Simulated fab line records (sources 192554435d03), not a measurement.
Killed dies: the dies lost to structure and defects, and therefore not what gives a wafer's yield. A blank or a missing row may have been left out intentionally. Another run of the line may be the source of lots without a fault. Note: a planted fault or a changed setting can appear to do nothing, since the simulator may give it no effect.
Comparing a struck lot with a sound one || flow n5Finfet || 16 out of 1938 route steps
Sound: the wafers L274.4, L274.5, L274.6. The struck wafers were L285.2, L285.4, L285.6. The cause is given at the end.
At each step with rows: each side's tool, then ch and its chambers, then its first start. Under that, the readings that differ: sound wafers || struck wafers || difference of the means || sigmas: that difference in standard deviations of wafers without a fault.
alike: readings with means less than 2 such deviations apart, plus words and numbers identical on both sides. not compared: withheld readings, readings lacking a value on some wafer, bounds such as >300 that could conceal the same value, and numbers that have no deviation in the record and whose values overlap.
Wherever a step has rows on one side only, a row that says differs or no value, or a row with sigmas, the two part there. When numbers do not overlap yet have no deviation, they are printed without sigmas and do not part them. A reading that every wafer of one side lacks parts them only if that side has two wafers or more.

first, 4 steps without rows for these wafers: N5_STI_FIN_REVEAL_PRECLEAN_25 (cleans in SPM, time 90 s); N5_STI_FIN_REVEAL_PRECLEAN_26 (cleans in SC1, time 45 s); N5_STI_FIN_REVEAL_PRECLEAN_29 (cleans in DHF, time 30 s); N5_STI_FIN_REVEAL_SRD_12 (time 30 s).
N5_STI_FIN_REVEAL_RECESS_09: chemistry HF/NH3, target SiO2, afs cycles 11, target depth 42.5 nm, sublimation time 60 s.
  sound on vaporEtch-02 ch 0,1, day 3 19:31; struck on vaporEtch-02 ch 0,1, day 6 12:05
  alike: drypumpMotorCurrentA
then, 2 steps without rows for these wafers: N5_STI_FIN_REVEAL_STRIP_16 (strips SiNx in H3PO4, target depth 23.8 nm); N5_STI_FIN_REVEAL_PRECLEAN_17 (cleans in NF3:NH3, afs cycles 1, time 20 s, sublimation time 60 s).
N5_STI_FIN_REVEAL_ETCH_34: etches Si in H2, material Si, target depth 0.97 nm.
  sound on rieSi-02 ch 0,1, day 3 21:07; struck on rieSi-04 ch 0,1,3, day 6 14:14
  alike: chamberPressureMTorr, drypumpMotorCurrentA, heBacksideLeakSccm, oesProductAu, throttleValvePct
  not compared: rfHoursCounterH
N5_STI_FIN_REVEAL_OXIDATION_31: chemistry O2 PLASMA REMOTE, time 20 s.
  sound on plasmaAsher-01 ch 0,1, day 3 21:12; struck on plasmaAsher-02 ch 0,1, day 6 14:17
  alike: chamberPressureMTorr, drypumpMotorCurrentA, heaterPowerW, tempC, tempCMax
  not compared: rfHoursCounterH
then, 3 steps without rows for these wafers: N5_STI_FIN_REVEAL_PRECLEAN_32 (cleans in NF3:NH3, afs cycles 1, time 20 s, sublimation time 60 s); N5_STI_FIN_REVEAL_STRIP_35 (strips Si3N4 in H3PO4, target depth 4 nm, time 39 s); N5_STI_FIN_REVEAL_SRD_21 (time 30 s).
N5_STI_FIN_REVEAL_OXIDATION_33: chemistry O2 PLASMA REMOTE, time 20 s.
  sound on plasmaAsher-02 ch 0,1, day 3 21:33; struck on plasmaAsher-02 ch 0,1, day 6 14:38
{"reading": "tempC (C)", "sound": "149.88 150.12 149.97", "struck": "147.97 148.05 148.14", "difference": -1.94, "sigmas": -12}
{"reading": "tempCMax", "sound": "150.4 150.7 150.6", "struck": "148.9 148.6 148.9", "difference": -1.8, "sigmas": -5}
  alike: chamberPressureMTorr, drypumpMotorCurrentA, heaterPowerW
  not compared: rfHoursCounterH
then, 1 step without rows for these wafers: N5_STI_FIN_REVEAL_CLEAN_19 (cleans in O3/DIW, time 120 s).
-- here the record skips 6 days between the struck wafers' starts before and after, leaving off in module STI_FIN_REVEAL and picking up in module BEOL_M4 (first step shown: number 1111 of the route) --
N5_BEOL_M4_RC_MEAS_101:
  sound on prober-01 ch 0, day 8 23:05; struck on prober-01 ch 0, day 12 09:55
{"reading": "SS_N (mV/dec)", "sound": "71.0 71.0 70.2", "struck": "72.1 71.2 72.1", "difference": "+1.1", "sigmas": "+2"}
  alike: DIBL_N, DIBL_P, IOFF_N, IOFF_P, ION_N, ION_P, SS_P, VT_N, VT_P
next, for these wafers, 1 step has no rows: N5_PASSIVATION_PROBE_49.

WHERE THEY PART
At N5_STI_FIN_REVEAL_OXIDATION_33 first; at N5_BEOL_M4_RC_MEAS_101 last (within this record only).

WHY: what the simulator had put in
Drift in process parameters on plasmaAsher-02 at N5_STI_FIN_REVEAL_OXIDATION_33, starting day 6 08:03. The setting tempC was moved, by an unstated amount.
